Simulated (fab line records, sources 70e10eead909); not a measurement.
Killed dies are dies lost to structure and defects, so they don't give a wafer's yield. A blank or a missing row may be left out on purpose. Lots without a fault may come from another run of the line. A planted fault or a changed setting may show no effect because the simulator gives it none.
A struck lot beside a sound one | flow nand_harc | 39 steps out of a route of 1159
Sound: wafers L789.3, L789.4, L789.6. Struck: wafers L799.2, L799.3, L799.6. The cause comes at the end.
At each step with rows: each side's tool, then ch and its chambers, then its first start. Under that, the readings that differ: sound wafers | struck wafers | difference of the means | sigmas: that difference in standard deviations of wafers without a fault.
alike: readings whose means differ by less than 2 such deviations, and words and numbers that are the same on both sides. not compared: withheld readings, readings that some wafer has no value for, bounds like >300 that may hide the same value, and numbers for which the record gives no deviation and whose values overlap.
The two part at a step that has a row with sigmas, a row that says differs or no value, or rows on one side only. Numbers that don't overlap but have no deviation are shown without sigmas and don't part them. A reading that every wafer of one side lacks parts them only if that side has two wafers or more.

first, 1 step without rows for these wafers: NHARC_A_ONON_D1_DEP_09 (target thk 1000 nm).
NHARC_A_ONON_D1_THK_MEAS_11: measures by ellipsometry.
  sound on film_metro-01, day 7 20:56; struck on film_metro-02, day 11 09:26
  alike: thk_nm
then, 1 step without rows for these wafers: NHARC_A_ONON_D1_DEP_12 (target thk 1000 nm).
NHARC_A_ONON_D1_THK_MEAS_14: measures by ellipsometry.
  sound on film_metro-01, day 7 21:29; struck on film_metro-01, day 11 10:01
  alike: thk_nm
then, 2 steps without rows for these wafers: NHARC_A_ONON_D1_ANNEAL_15 (time 3600 s); NHARC_A_ONON_D1_DEP_16 (target thk 1000 nm).
NHARC_A_ONON_D1_THK_MEAS_18: measures by ellipsometry.
  sound on film_metro-01, day 8 04:35; struck on film_metro-02, day 11 18:17
  reading     | sound       | struck         | difference | sigmas
  thk_nm (nm) | 980 981 981 | 1015 1014 1015 | +34        | +3
then, 1 step without rows for these wafers: NHARC_A_ONON_D1_DEP_19 (target thk 1000 nm).
NHARC_A_ONON_D1_THK_MEAS_21: measures by ellipsometry.
  sound on film_metro-02, day 8 05:10; struck on film_metro-02, day 11 18:52
  reading     | sound       | struck      | difference | sigmas
  thk_nm (nm) | 969 971 971 | 994 996 995 | +25        | +2
then, 1 step without rows for these wafers: NHARC_A_ONON_D1_DEP_22 (target thk 1000 nm).
NHARC_A_ONON_D1_THK_MEAS_24: measures by ellipsometry.
  sound on film_metro-02, day 8 05:43; struck on film_metro-01, day 11 19:25
  alike: thk_nm
NHARC_A_ONON_D1_DEP_25: target thk 1000 nm.
  sound on pecvd_onon-03 ch 0, day 8 05:54; struck on pecvd_onon-02 ch 0, day 11 19:32
  alike: n2o_flow_sccm
NHARC_A_ONON_D1_THK_MEAS_27: measures by ellipsometry.
  sound on film_metro-02, day 8 06:17; struck on film_metro-01, day 11 19:59
  alike: thk_nm
then, 1 step without rows for these wafers: NHARC_A_ONON_D1_DEP_28 (target thk 1000 nm).
NHARC_A_ONON_D1_THK_MEAS_30: measures by ellipsometry.
  sound on film_metro-01, day 8 06:52; struck on film_metro-02, day 11 20:33
  alike: thk_nm
NHARC_A_ONON_D1_DEP_33: deposits SiO2, target thk 200 nm.
  sound on pecvd-02 ch 1,2, day 8 07:00; struck on pecvd-03 ch 0,1,2, day 11 20:37
  alike: heater_power_w, showerhead_vpp_V, throttle_valve_pct
NHARC_A_ONON_D1_THK_MEAS_34: measures by ellipsometry.
  sound on film_metro-01, day 8 07:19; struck on film_metro-02, day 11 21:01
  alike: thk_nm
NHARC_A_CHANNEL_HOLE_D1_DEP_00: deposits aC, target thk 3100 nm.
  sound on acl_dep-01 ch 0, day 8 10:14; struck on acl_dep-03 ch 0, day 11 21:48
  alike: throttle_valve_pct
NHARC_A_CHANNEL_HOLE_D1_DEP_01: deposits SiON, target thk 140 nm.
  sound on pecvd-03 ch 1,2, day 8 11:31; struck on pecvd-04 ch 0,1,2, day 11 23:26
  alike: heater_power_w, showerhead_vpp_V
then, 10 steps without rows for these wafers: NHARC_A_CHANNEL_HOLE_D1_DEHYDRATE_02 (time 120 s); NHARC_A_CHANNEL_HOLE_D1_HMDS_03 (time 30 s); NHARC_A_CHANNEL_HOLE_D1_COAT_36 (time 75 s); NHARC_A_CHANNEL_HOLE_D1_COAT_37 (time 65 s); NHARC_A_CHANNEL_HOLE_D1_COAT_04 (resist thk 90 nm); NHARC_A_CHANNEL_HOLE_D1_SOFTBAKE_05 (time 55 s); NHARC_A_CHANNEL_HOLE_D1_EBR_06; NHARC_A_CHANNEL_HOLE_D1_EXPOSE_07 (exposes mask HOLE D1, target cd 100 nm); NHARC_A_CHANNEL_HOLE_D1_PEB_08 (peb time 65 s); NHARC_A_CHANNEL_HOLE_D1_DEVELOP_09 (develop time 35 s).
NHARC_A_CHANNEL_HOLE_D1_CD_MEAS_10: target cd 100 nm.
  sound on cd_sem-01 ch 0, day 8 12:07; struck on cd_sem-02 ch 0, day 12 00:01
  alike: cd_nm
NHARC_A_CHANNEL_HOLE_D1_OVL_MEAS_11:
  sound on overlay-02, day 8 12:12; struck on overlay-01, day 12 00:06
  reading           | sound          | struck      | difference | sigmas
  overlay_x_nm (nm) | -0.7 -1.2 -1.2 | 0.2 1.3 0.5 | +1.7       | +2
  alike: overlay_y_nm
then, 2 steps without rows for these wafers: NHARC_A_CHANNEL_HOLE_D1_DESCUM_15 (chemistry O2, time 3 s); NHARC_A_CHANNEL_HOLE_D1_ETCH_38 (etches the open film in CF4, target depth 39 nm, time 65 s).
NHARC_A_CHANNEL_HOLE_D1_ETCH_39: etches the open film in N2/H2, target depth 260 nm, time 325 s.
  sound on rie_diel-12 ch 0,1,3; struck on rie_diel-07 ch 1,2,3
  reading               | sound             | struck            | difference | sigmas
  oes_product_au (a.u.) | 0.997 0.990 1.001 | 1.013 1.006 1.025 | +0.019     | +2
  alike: drypump_motor_current_A, rf_vpp_V, showerhead_plenum_p_Torr, throttle_valve_pct
  not compared: rf_hours_counter_h
NHARC_A_CHANNEL_HOLE_D1_ETCH_34: etches the open film in CF4/CHF3, target depth 154 nm, time 77 s.
  sound on rie_diel-12 ch 0,1,3; struck on rie_diel-07 ch 1,2,3
  alike: drypump_motor_current_A, oes_product_au, rf_vpp_V, showerhead_plenum_p_Torr, throttle_valve_pct
  not compared: rf_hours_counter_h
then, 1 step without rows for these wafers: NHARC_A_CHANNEL_HOLE_D1_ETCH_16 (etches the open film in O2/COS, target depth 3100 nm, time 806 s).
NHARC_A_CHANNEL_HOLE_D1_CD_MEAS_18:
  sound on cd_sem-02, day 8 13:52; struck on cd_sem-03, day 12 01:31
  alike: cd_nm
then, 1 step without rows for these wafers: NHARC_A_CHANNEL_HOLE_D1_ETCH_19 (etches the open film in C4F8/O2/Ar, time 34.5 s).
-- the record jumps here: 11 days lie between the struck wafers' starts before and after (it left off in module A_CHANNEL_HOLE_D1 and takes up again in module END, whose first step shown is number 1159 of the route) --
NHARC_END_SORT_01:
  the record has rows for the struck wafers here (prober-01 ch 0, day 22 22:37) and none for the sound ones

WHERE THEY PART
First at NHARC_A_ONON_D1_THK_MEAS_18; last, within this record, at NHARC_END_SORT_01.

WHY: what the simulator had put in
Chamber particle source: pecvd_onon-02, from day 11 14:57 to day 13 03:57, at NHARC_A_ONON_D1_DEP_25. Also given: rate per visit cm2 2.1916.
